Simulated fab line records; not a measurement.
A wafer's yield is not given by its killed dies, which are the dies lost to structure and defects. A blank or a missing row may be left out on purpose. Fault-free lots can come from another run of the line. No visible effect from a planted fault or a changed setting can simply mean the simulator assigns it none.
Matching of chambers || flow nand_harc || pecvd-03 running NHARC_P_CONTACT_DEP_30: 3 sister chambers
The step deposits SiNx, target thk 30 nm. 3 wafers are shown with their chamber, then 7 later ones without.

== WAFERS PAIRED WITH THEIR CHAMBERS ==
{"wafer": "L079.2", "chamber": 2, "heater_power_w (W)": 456}
{"wafer": "L088.1", "chamber": 0, "heater_power_w (W)": 807}
{"wafer": "L088.2", "chamber": 1, "heater_power_w (W)": 723}

== WAFERS WITH NO CHAMBER GIVEN ==
{"wafer": "L088.4", "heater_power_w (W)": 731}
{"wafer": "L091.1", "heater_power_w (W)": 777}
{"wafer": "L091.4", "heater_power_w (W)": 793}
{"wafer": "L091.6", "heater_power_w (W)": 784}
{"wafer": "L095.2", "heater_power_w (W)": 885}
{"wafer": "L095.4", "heater_power_w (W)": 882}
{"wafer": "L095.5", "heater_power_w (W)": 524}

== WHICH CHAMBER EACH ONE RAN IN ==
{"wafer": "L088.4", "from the rows above": "can't be placed: 1 or 0", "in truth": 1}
{"wafer": "L091.1", "from the rows above": "can't be placed: 0 or 1", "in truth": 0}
{"wafer": "L091.4", "from the rows above": "can't be placed: 0 or 1", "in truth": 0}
{"wafer": "L091.6", "from the rows above": "can't be placed: 0 or 1", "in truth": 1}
{"wafer": "L095.2", "from the rows above": "can't be placed: 0 or 1", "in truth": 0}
{"wafer": "L095.4", "from the rows above": "can't be placed: 0 or 1", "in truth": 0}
{"wafer": "L095.5", "from the rows above": 2, "in truth": 2}
Correctly placed: 1 of 7. These rows do not allow placing 6 (true chamber among the candidates in 6). 0 placed wrongly.
How it was worked out, from the rows above alone: a wafer's distance from a chamber is the root of the sum, over the readings, of the square of ((its reading less the chamber's mean) divided by the reading's scatter). The wafer belongs to the nearest chamber; if the next one is less than 2 further off, it can't be placed. A chamber's mean is the mean of its shown wafers. The scatter: with one shown wafer a chamber, the root of the mean of the squares of how far each hidden wafer lies from its nearest shown one.
